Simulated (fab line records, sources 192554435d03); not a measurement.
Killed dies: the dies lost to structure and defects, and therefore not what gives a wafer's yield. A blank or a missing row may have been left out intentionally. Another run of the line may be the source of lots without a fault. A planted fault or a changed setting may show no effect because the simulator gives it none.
Chamber matching || flow n5Finfet || N5_BEOL_M4_ETCH_70 on rieDiel-03: 4 sister chambers
The step etches SOC in N2/H2, target depth 80 nm, overetch 24 nm, time 130 s. 8 wafers are shown with their chamber, then 12 later ones without.

## WAFERS, EACH WITH ITS CHAMBER
{"wafer": "L081.1", "chamber": 2, "drypumpMotorCurrentA (A)": 5.2, "showerheadPlenumPTorr (Torr)": 2.52}
{"wafer": "L083.1", "chamber": 0, "drypumpMotorCurrentA (A)": 5.4, "showerheadPlenumPTorr (Torr)": 2.65}
{"wafer": "L085.2", "chamber": 0, "drypumpMotorCurrentA (A)": 5.3, "showerheadPlenumPTorr (Torr)": 2.65}
{"wafer": "L085.3", "chamber": 3, "drypumpMotorCurrentA (A)": 5.9, "showerheadPlenumPTorr (Torr)": 2.60}
{"wafer": "L085.6", "chamber": 1, "drypumpMotorCurrentA (A)": 5.4, "showerheadPlenumPTorr (Torr)": 2.55}
{"wafer": "L088.1", "chamber": 1, "drypumpMotorCurrentA (A)": 5.4, "showerheadPlenumPTorr (Torr)": 2.55}
{"wafer": "L088.2", "chamber": 2, "drypumpMotorCurrentA (A)": 5.2, "showerheadPlenumPTorr (Torr)": 2.51}
{"wafer": "L088.5", "chamber": 3, "drypumpMotorCurrentA (A)": 5.9, "showerheadPlenumPTorr (Torr)": 2.60}

## WAFERS WITHOUT THEIR CHAMBER
{"wafer": "L087.2", "drypumpMotorCurrentA (A)": 5.4, "showerheadPlenumPTorr (Torr)": 2.65}
{"wafer": "L087.4", "drypumpMotorCurrentA (A)": 5.2, "showerheadPlenumPTorr (Torr)": 2.51}
{"wafer": "L087.6", "drypumpMotorCurrentA (A)": 5.2, "showerheadPlenumPTorr (Torr)": 2.51}
{"wafer": "L089.1", "drypumpMotorCurrentA (A)": 5.3, "showerheadPlenumPTorr (Torr)": 2.65}
{"wafer": "L089.5", "drypumpMotorCurrentA (A)": 5.2, "showerheadPlenumPTorr (Torr)": 2.51}
{"wafer": "L089.6", "drypumpMotorCurrentA (A)": 5.4, "showerheadPlenumPTorr (Torr)": 2.55}
{"wafer": "L091.2", "drypumpMotorCurrentA (A)": 5.9, "showerheadPlenumPTorr (Torr)": 2.60}
{"wafer": "L091.3", "drypumpMotorCurrentA (A)": 5.4, "showerheadPlenumPTorr (Torr)": 2.54}
{"wafer": "L091.4", "drypumpMotorCurrentA (A)": 5.4, "showerheadPlenumPTorr (Torr)": 2.65}
{"wafer": "L096.1", "drypumpMotorCurrentA (A)": 5.4, "showerheadPlenumPTorr (Torr)": 2.54}
{"wafer": "L096.2", "drypumpMotorCurrentA (A)": 5.2, "showerheadPlenumPTorr (Torr)": 2.50}
{"wafer": "L096.3", "drypumpMotorCurrentA (A)": 5.2, "showerheadPlenumPTorr (Torr)": 2.50}

## CHAMBER TAKEN BY EACH
{"wafer": "L087.2", "from the rows above": 0, "in truth": 0}
{"wafer": "L087.4", "from the rows above": 2, "in truth": 2}
{"wafer": "L087.6", "from the rows above": 2, "in truth": 2}
{"wafer": "L089.1", "from the rows above": 0, "in truth": 0}
{"wafer": "L089.5", "from the rows above": 2, "in truth": 2}
{"wafer": "L089.6", "from the rows above": 1, "in truth": 1}
{"wafer": "L091.2", "from the rows above": 3, "in truth": 3}
{"wafer": "L091.3", "from the rows above": 1, "in truth": 1}
{"wafer": "L091.4", "from the rows above": 0, "in truth": 0}
{"wafer": "L096.1", "from the rows above": 1, "in truth": 1}
{"wafer": "L096.2", "from the rows above": 2, "in truth": 2}
{"wafer": "L096.3", "from the rows above": 2, "in truth": 2}
Correct placement for 12 of the 12. Number that these rows cannot place: 0. 0 placed wrongly.
How it was worked out, from the rows above alone: a wafer's distance from a chamber is the root of the sum, over the readings, of the square of ((its reading less the chamber's mean) divided by the reading's scatter). The wafer belongs to the nearest chamber; if the next one is less than 2 further off, it can't be placed. Each chamber's mean is taken over the wafers shown for it. The scatter: take each reading less its chamber's mean, square it, sum over the shown wafers, divide by the number of wafers less the number of chambers, and take the root.
